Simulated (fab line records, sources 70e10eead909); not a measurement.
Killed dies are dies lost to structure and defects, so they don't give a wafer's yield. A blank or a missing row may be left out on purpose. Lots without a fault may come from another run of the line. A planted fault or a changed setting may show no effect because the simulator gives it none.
Problem report in the 8D (eight disciplines) form, filled by code | flow nand_harc | the parts of the form that need people (team, actions taken, sign-off) are left out

1. THE PROBLEM
killed_at_array at NHARC_END_SORT_01 reads a mean of 67 on 6 wafers of 2 lots; wafers without a fault read 26 with a standard deviation of 9.1. That is +4.5 standard deviations from the usual mean.
First seen on wafer L949.1, day 22 08:23, on prober-02. The record holds 6 wafers of 2 lots with a number at this step. Rule for "out", or "out of limits": more than 4 standard deviations from the usual mean. The other wafers with a number count as sound.

2. WHAT IT IS AND WHAT IT IS NOT
question                    | is                           | is not
which readings at this step | killed_at_array, killed_dies | killed_at_other, killed_at_periphery, killed_short
which lots                  | L948, L949                   | -
which wafers of those lots  | all that have a number       | -
read on which gauges        | prober-01, prober-02         | -
when                        | from day 22 08:23            | up to then (0 sound wafers)

3. SUSPECTS, AND WHAT RULES EACH OUT
Counting: a tool at a process step up to the reading stays a suspect if it ran every lot that is out and no sound lot after the first of them.
- the gauge at NHARC_END_SORT_01: ruled out. The wafers that are out were read on 2 gauges (prober-01, prober-02).
- pecvd_onon-01 at NHARC_A_ONON_D1_DEP_09 (target thk 1000 nm): kept. It ran every lot that is out, first L949 (day 10 19:16), and no sound lot after that.
Left after counting: pecvd_onon-01 at NHARC_A_ONON_D1_DEP_09.

4. THE CAUSE (what the simulator had put in)
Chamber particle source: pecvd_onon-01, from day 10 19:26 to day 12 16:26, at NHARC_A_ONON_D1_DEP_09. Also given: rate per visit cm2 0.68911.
Counting left only this tool.

5. THE CHAIN OF EFFECTS, in route order
Each row: a reading whose mean over the struck wafers that have a number lies more than 3 standard deviations from the usual. Only readings for which the record gives a usual standard deviation are gone through. hours: the time from each lot's start at the first step in this table that gives one to its start at this step, as a median over the lots. sigmas: the change in usual standard deviations.
hours | step              | reading         | usual | on struck wafers | change | sigmas
0     | NHARC_END_SORT_01 | killed_at_array | 26    | 67               | +41    | +4.5
0     | NHARC_END_SORT_01 | killed_dies     | 30    | 70               | +40    | +4.3

6. WHAT WOULD HAVE CAUGHT IT SOONER
In this record the first reading out of limits at a measuring or inspecting step was taken at day 22 08:23, 277 hours after the fault began at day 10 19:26.
Of the tool readings at NHARC_A_ONON_D1_DEP_09 for which the record gives a usual standard deviation, none was out on any struck wafer, so an alarm limit of 4 standard deviations on them would not have fired.
All the lots that are out (2) had begun NHARC_A_ONON_D1_DEP_09 on pecvd_onon-01 by day 22 08:23. A hold on the tool at that time would have spared none of them.
